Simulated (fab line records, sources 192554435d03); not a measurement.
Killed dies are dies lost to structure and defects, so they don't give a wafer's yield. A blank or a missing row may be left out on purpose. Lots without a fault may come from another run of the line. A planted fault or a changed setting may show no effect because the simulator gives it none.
fab line records | flow n5_finfet
record lots=10 wafers=30 last_day=18
route steps=1938 shown MIM_BOT_ETCH@1869 PASS1_CAP@1874 PASSIVATION@1930 END@1938
lots that met no fault: from a run of the same line without faults
start_h: hours from the record's first day to the start of the lot's first wafer shown | wait_h: hours since the lot's step before | " the same as in the row above | L1.1+2: a row that stands for several wafers | - no value, or no start given | * or withheld: withheld | < > ~ a bound
route shown NAME@n: a module of which the file shows steps, and the number in the route of the first | usual: mean/standard deviation of fault-free wafers | same: alike in all rows | chamber/n: place in a boat | sites: the reading at each site | _std_site: their standard deviation | _edge_site: outer sites' mean less inner sites' | radius_mm: how far each site lies from the wafer's centre | mask NAME#n: copy n | behind: the tool/chamber that last shaped the wafer | hold: why the lot was held/for how many hours/how that ended | device: the transistor (n, p or np) that didn't switch | end of line: the same wafers' tests at the end of the route | a step without rows: its recipe alone | killed: dies lost to structure and defects at the first sort, not the wafer's yield | map: a wafer's dies, x killed, . not, _ none there
set.NAME: the setting as run; set.NAME@STEP: as run at that earlier step | model.NAME: the simulator's own value behind a step, which no gauge read
steps of the route over a sample of lots; a table a step, a row a wafer
services: from which hour (start_h, from the record's first day; less than 0 if before it) a tool's chamber was out of use, for how many hours, and why
## steps
# step N5_MIM_BOT_ETCH_STRIP_01
# recipe chemistry=O2 power_w=600 temp_c=60 pressure_mtorr=30 rf_frequency_hz=6e+07 bias_power_w=0 overash_fraction=0.5 o2_flow_sccm=225
# usual drypump_motor_current_A=6.0/0.4 o2_flow_sccm=225.2/0.71 oes_product_au=0.82/0.083 rf_vpp_V=3.8/1.4 showerhead_plenum_p_Torr=2.10/0.073 throttle_valve_pct=16.49/0.23
# same overash_fraction=0.5
# columns lot.wafer tool chamber start_h wait_h drypump_motor_current_A o2_flow_sccm oes_product_au rf_hours_counter_h rf_vpp_V showerhead_plenum_p_Torr throttle_valve_pct
L913.1 rie_diel-03 3 260.26 0.1 6.3 225.3 0.95 10 3.2 2.07 16.55
L913.3 " 1 " " 5.8 224.6 0.71 236 4.8 2.16 16.72
L913.4 " 0 " " 6.3 226.1 0.92 25 2.3 2.05 16.15
L915.1 rie_diel-03 0 272.14 0.1 6.3 224.2 0.88 28 3.8 2.05 16.17
L915.2 " 1 " " 5.8 225.3 0.69 240 2.9 2.16 16.69
L915.5 " 3 " " 6.3 225.9 0.93 - 3.6 2.07 16.58
L916.2 rie_diel-02 0 283.37 0.1 5.5 223.9 0.76 144 2.6 2.09 16.31
L916.4 " 2 " " 5.6 224.8 0.86 52 3.2 2.13 16.86
L916.5 " 0 " " 5.4 224.8 0.76 - 3.8 2.09 16.33
L923.1 rie_diel-02 2 321.61 0.1 5.6 225.3 0.86 64 5.3 2.13 16.90
L923.3 " 1 " " 4.8 223.6 0.93 16 3.8 2.24 16.27
L923.5 " 1 " " 4.8 224.6 0.92 - 2.5 2.24 16.27
L924.2 rie_diel-02 3 329.91 0.1 5.8 224.5 0.76 146 3.8 2.09 16.77
L924.4 " 1 " " 4.8 226.2 0.94 19 3.0 2.24 16.28
L924.5 " 2 " " 5.6 225.1 0.84 - 3.4 2.13 16.90
L925.1 rie_diel-01 3 341.77 0.2 6.2 225.1 0.79 105 3.7 2.20 16.44
L925.2 " 2 " " 5.6 226.0 0.72 238 3.7 2.06 16.47
L925.4 " 0 " " 6.2 225.0 0.84 63 3.7 2.12 16.16
L927.3 rie_diel-01 2 350.37 0.1 5.6 224.4 0.71 240 4.3 2.06 16.47
L927.5 " 0 " " 6.2 224.2 0.82 - 4.2 2.12 16.18
L927.6 " 1 " " 5.9 225.6 0.80 - 4.3 2.02 16.53
L929.4 rie_diel-01 0 372.11 0.1 6.2 225.7 0.84 - 5.2 2.11 16.15
L929.5 " 3 " " 6.2 225.5 0.78 - 2.2 2.20 16.46
L929.6 " 1 " " 5.9 225.6 0.78 - 3.6 2.01 16.52
L932.2 rie_diel-01 0 395.99 0.1 6.2 225.8 0.84 83 4.0 2.11 16.21
L932.4 " 0 " " 6.2 225.8 0.80 - 6.4 2.11 16.23
L932.6 " 1 " " 5.8 224.8 0.78 - 1.8 2.01 16.53
L934.1 rie_diel-01 2 411.89 0.1 5.6 224.8 0.99 2 3.3 2.05 16.07
L934.3 " 0 " " 6.2 224.4 0.79 91 1.3 2.11 16.25
L934.5 " 0 " " 6.2 224.5 0.81 - 3.7 2.11 16.28
# step N5_PASSIVATION_PECVD_01
# recipe material=SiNx target_thk_a=2000 temp_c=400 precursor=SiH4/NH3/N2 pressure_torr=4.9 rf_w=1406 time_s=43.2
# usual chamber_pressure_Torr=4.901/0.01 heater_power_w=368/87 showerhead_plenum_p_Torr=8.67/0.054 throttle_valve_pct=29.8/1
# columns lot.wafer tool chamber start_h wait_h chamber_pressure_Torr heater_power_w showerhead_plenum_p_Torr throttle_valve_pct
L913.1 pecvd-04 1 260.80 0.0 4.891 469 8.66 29.4
L913.3 " 0 " " 4.903 274 8.65 30.4
L913.4 " 2 " " 4.891 425 8.59 29.6
L915.1 pecvd-04 0 272.67 0.0 4.901 303 8.67 30.4
L915.2 " 2 " " 4.904 482 8.59 29.5
L915.5 " 1 " " 4.894 330 8.67 29.7
L916.2 pecvd-03 0 283.90 0.0 4.904 308 8.71 32.1
L916.4 " 1 " " 4.895 351 8.77 29.1
L916.5 " 2 " " 4.883 226 8.74 29.1
L923.1 pecvd-01 0 322.16 0.0 4.923 417 8.61 29.1
L923.3 " 2 " " 4.911 271 8.67 28.3
L923.5 " 2 " " 4.921 274 8.61 28.2
L924.2 pecvd-01 0 330.45 0.0 4.910 482 8.61 28.6
L924.4 " 2 " " 4.900 233 8.66 28.4
L924.5 " 0 " " 4.912 490 8.60 28.8
L925.1 pecvd-04 0 342.31 0.0 4.895 285 8.64 30.3
L925.2 " 1 " " 4.901 476 8.68 29.8
L925.4 " 2 " " 4.905 438 8.57 30.0
L927.3 pecvd-04 1 350.91 0.0 4.890 382 8.66 29.6
L927.5 " 0 " " 4.900 283 8.65 30.0
L927.6 " 2 " " 4.893 349 8.60 30.3
L929.4 pecvd-04 0 372.65 0.0 4.902 344 8.67 30.0
L929.5 " 1 " " 4.891 459 8.67 29.9
L929.6 " 2 " " 4.894 499 8.59 29.9
L932.2 pecvd-04 0 396.53 0.0 4.903 291 8.67 30.1
L932.4 " 0 " " 4.904 300 8.66 30.3
L932.6 " 2 " " 4.903 352 8.58 30.1
L934.1 pecvd-01 0 412.46 0.0 4.922 429 8.63 28.8
L934.3 " 1 " " 4.891 474 8.74 30.1
L934.5 " 0 " " 4.901 418 8.63 28.8
# step N5_PASSIVATION_ETCH_54
# recipe chemistry=CHF3/O2 target=SiO2 target_depth_a=8800 CHF3_flow_sccm=50 O2_flow_sccm=5 Ar_flow_sccm=200 time_s=440 mask_material=PR pressure_mtorr=30 source_w=650 bias_w=170 ion_energy_ev=200
# usual bias_w=169.9/0.48 drypump_motor_current_A=5.9/0.4 oes_product_au=0.82/0.075 rf_vpp_V=522/6.3 showerhead_plenum_p_Torr=2.43/0.07 throttle_valve_pct=18.66/0.25
# columns lot.wafer tool chamber start_h wait_h bias_w drypump_motor_current_A oes_product_au rf_hours_counter_h rf_vpp_V showerhead_plenum_p_Torr throttle_valve_pct
L913.1 rie_diel-02 2 267.14 0.1 169.8 5.7 0.87 47 517 2.45 19.03
L913.3 " 3 " " 168.7 5.9 0.77 126 527 2.43 18.91
L913.4 " 2 " " 169.8 5.6 0.87 - 518 2.45 19.02
L915.1 rie_diel-03 2 278.93 0.1 170.8 6.4 0.69 235 530 2.28 18.80
L915.2 " 0 " " 169.7 6.3 0.88 31 524 2.36 18.31
L915.5 " 2 " " 170.3 6.4 0.69 - 531 2.28 18.79
L916.2 rie_diel-03 0 290.03 0.1 170.5 6.3 0.88 35 526 2.35 18.30
L916.4 " 1 " " 169.4 5.8 0.68 248 523 2.47 18.80
L916.5 " 2 " " 169.9 6.4 0.69 - 529 2.28 18.80
L923.1 rie_diel-03 3 330.60 0.1 170.8 6.3 0.88 35 518 2.37 18.81
L923.3 " 0 " " 169.8 6.3 0.86 51 524 2.35 18.34
L923.5 " 1 " " 170.8 5.8 0.96 - 522 2.46 18.42
L924.2 rie_diel-02 3 335.02 0.1 169.2 5.9 0.75 148 528 2.42 18.94
L924.4 " 2 " " 170.1 5.6 0.84 70 519 2.44 19.04
L924.5 " 2 " " 170.3 5.6 0.84 - 517 2.44 19.05
L925.1 rie_diel-01 3 348.62 0.1 169.7 6.1 0.78 108 527 2.52 18.57
L925.2 " 1 " " 169.3 5.9 0.80 95 515 2.33 18.65
L925.4 " 0 " " 169.6 6.2 0.83 66 516 2.44 18.35
L927.3 rie_diel-03 1 356.28 0.1 197.5 5.8 0.93 16 590 2.46 18.46
L927.5 " 2 " " 198.2 6.4 0.99 - 607 2.56 18.42
L927.6 " 3 " " 197.0 6.3 0.87 - 584 2.36 18.84
L929.4 rie_diel-03 0 376.96 0.1 197.8 6.3 0.83 71 594 2.34 18.35
L929.5 " 2 " " 197.0 6.4 0.96 - 606 2.56 18.42
L929.6 " 1 " " 197.7 5.8 0.91 - 588 2.46 18.43
L932.2 rie_diel-02 2 403.13 0.1 169.5 5.6 0.82 93 517 2.43 19.09
L932.4 " 0 " " 169.7 5.5 0.73 186 521 2.40 18.54
L932.6 " 0 " " 169.5 5.5 0.73 - 519 2.40 18.53
L934.1 rie_diel-02 1 419.47 0.1 170.0 4.8 0.88 48 528 2.55 18.45
L934.3 " 2 " " 170.3 5.6 0.82 98 519 2.43 19.08
L934.5 " 3 " " 169.6 5.9 0.73 - 527 2.41 19.00
# step N5_PASSIVATION_INSPECT_57
# recipe inspect_instrument=macro mode=outgoing
# usual raw_defect_count=2.2/1.5
# columns lot.wafer tool chamber start_h wait_h raw_defect_count
L913.1 defect_inspect-02 - 270.30 0.0 0
L913.3 " - " " 5
L913.4 " - " " 1
L915.1 defect_inspect-02 - 282.06 0.0 1
L915.2 " - " " 1
L915.5 " - " " 2
L916.2 defect_inspect-02 - 293.16 0.0 3
L916.4 " - " " 4
L916.5 " - " " 1
L923.1 defect_inspect-02 - 333.74 0.0 4
L923.3 " - " " 2
L923.5 " - " " 4
L924.2 defect_inspect-02 - 338.17 0.0 2
L924.4 " - " " 0
L924.5 " - " " 0
L925.1 defect_inspect-02 - 351.77 0.0 2
L925.2 " - " " 4
L925.4 " - " " 3
L927.3 defect_inspect-01 - 359.41 0.0 4
L927.5 " - " " 1
L927.6 " - " " 1
L929.4 defect_inspect-01 - 380.09 0.0 1
L929.5 " - " " 0
L929.6 " - " " 5
L932.2 defect_inspect-01 - 406.49 0.0 3
L932.4 " - " " 1
L932.6 " - " " 0
L934.1 defect_inspect-02 - 422.68 0.0 3
L934.3 " - " " 1
L934.5 " - " " 2
## services
# columns tool chamber start_h hours kind
rie_diel-02 1 238.88 - clean
rie_diel-02 1 238.88 - consumable_replace:focus_ring
rie_diel-02 1 238.88 - consumable_replace:showerhead
rie_diel-02 1 238.88 29.3 scheduled_down
rie_diel-02 1 238.88 29.3 vent_cycle
pecvd-03 - 254.41 2.8 pm
pecvd-01 - 296.54 5.5 pm
rie_diel-03 1 296.75 - clean
rie_diel-03 1 296.75 - consumable_replace:focus_ring
rie_diel-03 1 296.75 21.4 scheduled_down
rie_diel-03 1 296.75 21.4 vent_cycle
rie_diel-03 - 297.60 0.3 repair
rie_diel-03 2 307.14 2.8 repair
rie_diel-03 2 325.56 - clean
rie_diel-03 2 325.56 - consumable_replace:focus_ring
rie_diel-03 2 325.56 - consumable_replace:showerhead
rie_diel-03 2 325.56 22.2 scheduled_down
rie_diel-01 - 326.39 2.8 pm
pecvd-01 0 346.79 4.9 repair
rie_diel-02 1 347.22 1.7 repair
rie_diel-01 2 360.58 11.6 repair
pecvd-01 - 376.08 1.3 repair
rie_diel-03 0 391.28 3.4 repair
rie_diel-02 1 395.77 3.4 repair
## key
first_sign step=N5_PASSIVATION_ETCH_54 reading=bias_w direction=up sigmas=57 usual=* struck=*
effect step=N5_PASSIVATION_ETCH_54 reading=rf_vpp_V direction=up sigmas=11 usual=522 struck=595
met_at N5_PASSIVATION_ETCH_54
struck_lots L927,L929
not_acting_at N5_MIM_BOT_ETCH_STRIP_01,N5_PASSIVATION_PECVD_01,N5_PASSIVATION_INSPECT_57
onset_between 330.60 356.28
fault kind=process_parameter_drift tool=rie_diel-03 chamber=- onset_h=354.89 steps=N5_PASSIVATION_ETCH_54 channel=bias_w offset=* shape=step end_h=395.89 acts_in=* stated=*
